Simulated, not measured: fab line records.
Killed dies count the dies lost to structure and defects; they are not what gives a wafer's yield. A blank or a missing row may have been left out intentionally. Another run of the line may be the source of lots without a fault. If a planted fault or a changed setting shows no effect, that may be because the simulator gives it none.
What tool caused it? ; flow nand_harc ; 11 lots with 33 wafers sampled at 5 steps, on a route of 1159 steps

WHAT THE GAUGES SHOWED, per wafer
NHARC_END_SORT_01. Usual: killed_at_array 28, standard deviation 11; killed_at_other 0.7, standard deviation 0.88; killed_at_periphery 3.1, standard deviation 2.2; killed_dies 31, standard deviation 12; killed_open 3.3, standard deviation 2; killed_short 2.0, standard deviation 1.6.
lot;measured;on;killed_at_array;killed_at_other;killed_at_periphery;killed_dies;killed_open;killed_short;flag
L331;day 21 20:15;prober-02;674 674 676;1 2 1;2 1 0;677 677 677;2 2 1;6 6 0;OFF
L332;day 22 02:26;prober-02;674 675 675;1 1 0;2 1 2;677 677 677;5 1 3;1 1 0;OFF
L333;day 21 22:43;prober-01;674 672 672;0 1 1;3 4 4;677 677 677;3 1 5;3 2 3;OFF
L343;day 25 10:22;prober-02;43 42 39;0 0 0;9 7 3;52 49 42;2 8 8;1 2 1;
L344;day 25 01:59;prober-01;34 38 37;0 0 0;7 10 6;41 48 43;3 6 6;3 1 2;
L342;day 25 01:49;prober-02;44 41 54;1 0 0;3 7 5;48 48 59;2 7 1;1 0 1;
L345;day 25 18:10;prober-02;32 36 30;0 1 0;2 1 2;34 38 32;1 2 1;1 2 1;
L341;day 25 10:31;prober-01;24 30 30;0 0 0;2 1 6;26 31 36;1 5 9;4 1 0;

WHICH TOOL RAN EACH LOT (tool, then ch and the chambers of the sampled wafers, then the start)
lot;NHARC_A_SGD_CUT_CMP_21;NHARC_A_SLIT_DESCUM_14;NHARC_A_SLIT_ETCH_17;NHARC_A_SLIT_ETCH_26
L322;cmp-03 ch 0,1,3, day 13 13:34;rie_diel-12 ch 0,1,3, day 13 20:03;har_etch-02 ch 0,1, day 14 00:56;har_etch-02 ch 0,1, day 14 02:23
L324;cmp-02 ch 1,2,3, day 14 17:15;rie_diel-10 ch 1,2,3, day 14 21:28;har_etch-01 ch 0,1, day 14 22:14;har_etch-01 ch 0,1, day 14 23:42
L329;cmp-03 ch 1,2, day 16 02:13;rie_diel-12 ch 0,3, day 16 11:14;har_etch-02 ch 0,1, day 16 13:16;har_etch-02 ch 0,1, day 16 14:45
L331;cmp-03 ch 1,2, day 16 15:52;rie_diel-08 ch 0,1, day 16 22:49;har_etch-01 ch 0,1, day 17 00:04;har_etch-01 ch 0,1, day 17 01:07
L332;cmp-04 ch 1,2,3, day 16 15:55;rie_diel-10 ch 1,2,3, day 16 22:21;har_etch-02 ch 0,1, day 16 23:05;har_etch-02 ch 0,1, day 17 00:34
L333;cmp-04 ch 0,2,3, day 16 20:35;rie_diel-10 ch 0,1,3, day 17 03:36;har_etch-02 ch 0,1, day 17 04:22;har_etch-02 ch 0,1, day 17 05:52
L343;cmp-03 ch 0,2,3, day 19 03:35;rie_diel-08 ch 1,3, day 19 09:30;har_etch-02 ch 0,1, day 19 14:35;har_etch-02 ch 0,1, day 19 16:05
L344;cmp-02 ch 0,2, day 19 03:35;rie_diel-10 ch 2,3, day 19 10:30;har_etch-02 ch 0,1, day 19 16:31;har_etch-02 ch 0,1, day 19 17:47
L342;cmp-04 ch 2,3, day 19 03:37;rie_diel-10 ch 1,3, day 19 09:21;har_etch-02 ch 0, day 19 13:11;har_etch-02 ch 0, day 19 14:26
L345;cmp-04 ch 1,2,3, day 19 03:44;rie_diel-10 ch 0,1,2, day 19 11:29;har_etch-02 ch 0,1, day 19 17:56;har_etch-02 ch 0,1, day 19 19:27
L341;cmp-03 ch 0,2,3, day 19 03:47;rie_diel-08 ch 2,3, day 19 11:20;har_etch-01 ch 0,1, day 19 17:01;har_etch-01 ch 0,1, day 19 18:31
- NHARC_A_SGD_CUT_CMP_21: polishes, target thk 148.19 nm.
- NHARC_A_SLIT_DESCUM_14: chemistry O2, time 3 s.
- NHARC_A_SLIT_ETCH_17: etches the open film in C4F8/O2/Ar, time 1687.5 s, target depth 10100 nm.
- NHARC_A_SLIT_ETCH_26: etches the open film in C4F8/O2/Ar, time 90 s, target depth 400 nm.

AS READ BY THE TOOLS THEMSELVES (means over the sampled wafers that have a number; for cases with no such wafer, the mark the record gives instead)
NHARC_A_SGD_CUT_CMP_21. Usual: motor_current_A 12.4 A, standard deviation 1.4; retaining_ring_pressure_frac 0.999, standard deviation 0.0054; time_to_endpoint_s 52 s, standard deviation 4.1.
lot;tool;motor_current_A (A);retaining_ring_pressure_frac;time_to_endpoint_s (s);flag
L322;cmp-03;12.3;0.995;51;
L324;cmp-02;12.0;0.995;53;
L329;cmp-03;13.5;0.998;50;
L331;cmp-03;14.2;0.998;51;
L332;cmp-04;13.0;1.004;53;
L333;cmp-04;12.6;1.001;59;
L343;cmp-03;12.8;1.002;51;
L344;cmp-02;11.6;1.001;48;
L342;cmp-04;13.2;0.998;53;
L345;cmp-04;12.9;0.996;54;
L341;cmp-03;12.7;0.999;54;

NHARC_A_SLIT_DESCUM_14. Usual: drypump_motor_current_A 5.6 A, standard deviation 0.53; oes_product_au 0.998 a.u., standard deviation 0.011; rf_vpp_V 57.8 V, standard deviation 0.93; showerhead_plenum_p_Torr 1.93 Torr, standard deviation 0.11; throttle_valve_pct 11.311 %, standard deviation 0.009.
lot;tool;drypump_motor_current_A (A);oes_product_au (a.u.);rf_vpp_V (V);showerhead_plenum_p_Torr (Torr);throttle_valve_pct (%);flag
L322;rie_diel-12;6.2;0.994;58.5;1.94;11.312;
L324;rie_diel-10;5.4;0.992;57.1;1.88;11.315;
L329;rie_diel-12;6.1;0.999;57.7;1.87;11.312;
L331;rie_diel-08;5.1;1.007;58.3;2.01;11.309;
L332;rie_diel-10;5.4;0.987;57.6;1.88;11.301;
L333;rie_diel-10;5.6;0.997;58.5;1.88;11.311;
L343;rie_diel-08;5.6;1.004;58.6;1.99;11.311;
L344;rie_diel-10;5.3;0.985;56.8;1.81;11.310;
L342;rie_diel-10;5.8;0.986;58.2;1.91;11.307;
L345;rie_diel-10;5.2;0.994;58.0;1.84;11.305;
L341;rie_diel-08;6.0;1.008;57.6;2.00;11.299;

NHARC_A_SLIT_ETCH_17. Usual: c4f8_flow_sccm 83.26 sccm, standard deviation 0.26; chamber_pressure_mTorr 20.001 mTorr, standard deviation 0.018; drypump_motor_current_A 5.62 A, standard deviation 0.26; he_backside_leak_sccm 6.2 sccm, standard deviation 0.81; showerhead_plenum_p_Torr 3.77 Torr, standard deviation 0.099; throttle_valve_pct 32.046 %, standard deviation 0.0094.
lot;tool;c4f8_flow_sccm (sccm);chamber_pressure_mTorr (mTorr);drypump_motor_current_A (A);he_backside_leak_sccm (sccm);showerhead_plenum_p_Torr (Torr);throttle_valve_pct (%);flag
L322;har_etch-02;82.95;19.998;5.76;6.4;3.85;32.041;
L324;har_etch-01;82.94;20.002;5.26;5.2;3.64;32.041;
L329;har_etch-02;83.42;20.011;5.79;6.6;3.83;32.039;
L331;har_etch-01;-;-;-;-;-;-;OFF
L332;har_etch-02;-;-;-;-;-;-;OFF
L333;har_etch-02;-;-;-;-;-;-;OFF
L343;har_etch-02;83.46;20.011;5.78;6.6;3.82;32.044;
L344;har_etch-02;83.52;19.988;5.69;6.8;3.82;32.049;
L342;har_etch-02;83.23;19.999;5.60;6.9;3.82;32.038;
L345;har_etch-02;83.29;19.997;5.80;6.6;3.81;32.051;
L341;har_etch-01;83.26;20.001;5.43;5.1;3.69;32.047;

NHARC_A_SLIT_ETCH_26. Usual: bias_v 400 V, standard deviation 4.1; c4f8_flow_sccm 41.71 sccm, standard deviation 0.12; drypump_motor_current_A 5.62 A, standard deviation 0.27; he_backside_leak_sccm 6.2 sccm, standard deviation 0.78; rf_fwd_power_W 1991 W, standard deviation 6.5; showerhead_plenum_p_Torr 3.81 Torr, standard deviation 0.1; throttle_valve_pct 27.619 %, standard deviation 0.0086.
lot;tool;bias_v (V);c4f8_flow_sccm (sccm);drypump_motor_current_A (A);he_backside_leak_sccm (sccm);rf_fwd_power_W (W);showerhead_plenum_p_Torr (Torr);throttle_valve_pct (%);flag
L322;har_etch-02;406;41.65;5.78;6.6;1991;3.89;27.608;
L324;har_etch-01;403;41.74;5.24;5.3;1982;3.68;27.620;
L329;har_etch-02;403;41.70;5.81;6.7;1989;3.87;27.617;
L331;har_etch-01;399;41.69;5.25;5.7;1988;3.66;27.612;
L332;har_etch-02;396;41.72;5.73;6.4;1997;3.87;27.622;
L333;har_etch-02;399;41.84;5.69;6.6;1994;3.86;27.621;
L343;har_etch-02;405;41.73;5.79;6.7;1989;3.85;27.617;
L344;har_etch-02;402;41.70;5.73;7.0;1994;3.85;27.622;
L342;har_etch-02;395;41.59;5.62;6.8;1997;3.85;27.621;
L345;har_etch-02;399;41.65;5.80;6.5;1988;3.85;27.611;
L341;har_etch-01;396;41.72;5.44;5.4;1988;3.72;27.620;

THE ANSWER, worked out from the rows above alone
Rule: lot off if the mean of its wafers having a number is beyond 3 standard deviations from the usual mean. Also off: a lot with no number at a reading for which 4 or more lots have one. Any other lot the step has rows for is counted as sound. After the gauges, taken in route order, come the tools' own readings; for these a lot's mean is taken, as printed above. The first step at which some lot is off is used, and at that step the reading that is off furthest; a lot without a number counts as furthest.
Off, at NHARC_END_SORT_01 on killed_at_array: L331, L332, L333. Neither off nor sound, because the step has no rows for them: L322, L324, L329.
A tool fits if, at a process step before that reading, it ran every lot that is off, and no sound lot after the first of them. Not tried: the gauges at NHARC_END_SORT_01; whatever is off there is also off at NHARC_A_SLIT_ETCH_17, on other tools, and gauge error can't account for it. None of those tried fits.

WHAT WAS PUT IN BY THE SIMULATOR
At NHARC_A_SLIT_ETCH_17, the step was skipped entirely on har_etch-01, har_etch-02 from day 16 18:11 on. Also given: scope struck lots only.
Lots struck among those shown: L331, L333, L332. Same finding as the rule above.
